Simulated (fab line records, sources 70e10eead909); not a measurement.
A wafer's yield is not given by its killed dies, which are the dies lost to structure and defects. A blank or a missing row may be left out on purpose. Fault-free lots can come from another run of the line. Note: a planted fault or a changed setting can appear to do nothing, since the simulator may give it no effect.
Chamber matching || flow nand-harc || 4 sister chambers for NHARC_A_WL_FILL_ALD_02 on ald-metal-04
The step deposits TiN, target thk 2 nm, pulse time 3 s, ald cycles 100. 16 wafers are shown with their chamber, then 8 later ones without.

WAFERS PAIRED WITH THEIR CHAMBERS
{"wafer": "L074.2", "chamber": 1, "heater-power-w (W)": 1206, "precursor-pulse-height-rel": 0.995}
{"wafer": "L074.3", "chamber": 2, "heater-power-w (W)": 1058, "precursor-pulse-height-rel": 0.997}
{"wafer": "L074.5", "chamber": 0, "heater-power-w (W)": 1070, "precursor-pulse-height-rel": 1.003}
{"wafer": "L080.2", "chamber": 1, "heater-power-w (W)": 1218, "precursor-pulse-height-rel": 1.011}
{"wafer": "L080.3", "chamber": 0, "heater-power-w (W)": 1084, "precursor-pulse-height-rel": 1.010}
{"wafer": "L080.5", "chamber": 0, "heater-power-w (W)": 1106, "precursor-pulse-height-rel": 1.032}
{"wafer": "L083.2", "chamber": 0, "heater-power-w (W)": 1085, "precursor-pulse-height-rel": 0.994}
{"wafer": "L083.5", "chamber": 3, "heater-power-w (W)": 988, "precursor-pulse-height-rel": 0.997}
{"wafer": "L083.6", "chamber": 0, "heater-power-w (W)": 1056, "precursor-pulse-height-rel": 0.994}
{"wafer": "L085.1", "chamber": 0, "heater-power-w (W)": 1107, "precursor-pulse-height-rel": 1.020}
{"wafer": "L085.3", "chamber": 3, "heater-power-w (W)": 1023, "precursor-pulse-height-rel": 1.019}
{"wafer": "L085.6", "chamber": 3, "heater-power-w (W)": 994, "precursor-pulse-height-rel": 0.980}
{"wafer": "L088.3", "chamber": 3, "heater-power-w (W)": 972, "precursor-pulse-height-rel": 1.005}
{"wafer": "L088.5", "chamber": 0, "heater-power-w (W)": 1114, "precursor-pulse-height-rel": 1.002}
{"wafer": "L088.6", "chamber": 3, "heater-power-w (W)": 1023, "precursor-pulse-height-rel": 0.995}
{"wafer": "L092.4", "chamber": 2, "heater-power-w (W)": 994, "precursor-pulse-height-rel": 0.981}

SIGNATURES (means of the wafers above)
{"reading": "heater-power-w", "chamber 0": 1088.86, "chamber 1": 1212.00, "chamber 2": 1026.00, "chamber 3": 1000.00, "scatter within a chamber": 23.9}
{"reading": "precursor-pulse-height-rel", "chamber 0": 1.00786, "chamber 1": 1.00300, "chamber 2": 0.98900, "chamber 3": 0.99920, "scatter within a chamber": 0.0137}
Rule: distance of a wafer from a chamber = root of the sum over the readings of ((wafer's reading minus chamber's mean) / reading's scatter) squared. If the next closest chamber is less than 2 further off than the closest, the wafer can't be placed; otherwise it belongs to the closest. The scatter: take each reading less its chamber's mean, square it, sum over the shown wafers, divide by the number of wafers less the number of chambers, and take the root.

WAFERS MISSING THEIR CHAMBER
{"wafer": "L092.5", "heater-power-w (W)": 1006, "precursor-pulse-height-rel": 0.991}
{"wafer": "L092.6", "heater-power-w (W)": 1227, "precursor-pulse-height-rel": 0.994}
{"wafer": "L095.4", "heater-power-w (W)": 1096, "precursor-pulse-height-rel": 1.025}
{"wafer": "L095.5", "heater-power-w (W)": 1003, "precursor-pulse-height-rel": 0.982}
{"wafer": "L095.6", "heater-power-w (W)": 1022, "precursor-pulse-height-rel": 0.990}
{"wafer": "L096.2", "heater-power-w (W)": 1001, "precursor-pulse-height-rel": 1.015}
{"wafer": "L096.3", "heater-power-w (W)": 1184, "precursor-pulse-height-rel": 1.002}
{"wafer": "L096.6", "heater-power-w (W)": 1187, "precursor-pulse-height-rel": 0.990}

WHICH CHAMBER EACH WENT THROUGH
{"wafer": "L092.5", "from the rows above": "can't be placed: 3 or 2", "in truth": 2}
{"wafer": "L092.6", "from the rows above": 1, "in truth": 1}
{"wafer": "L095.4", "from the rows above": 0, "in truth": 0}
{"wafer": "L095.5", "from the rows above": "can't be placed: 2 or 3", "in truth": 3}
{"wafer": "L095.6", "from the rows above": "can't be placed: 2 or 3", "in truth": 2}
{"wafer": "L096.2", "from the rows above": "can't be placed: 3 or 2", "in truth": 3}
{"wafer": "L096.3", "from the rows above": 1, "in truth": 1}
{"wafer": "L096.6", "from the rows above": 1, "in truth": 1}
Placed correctly: 4 of 8. From these rows, 4 cannot be placed; in 4 the true chamber is one of the candidates. 0 placed wrongly.
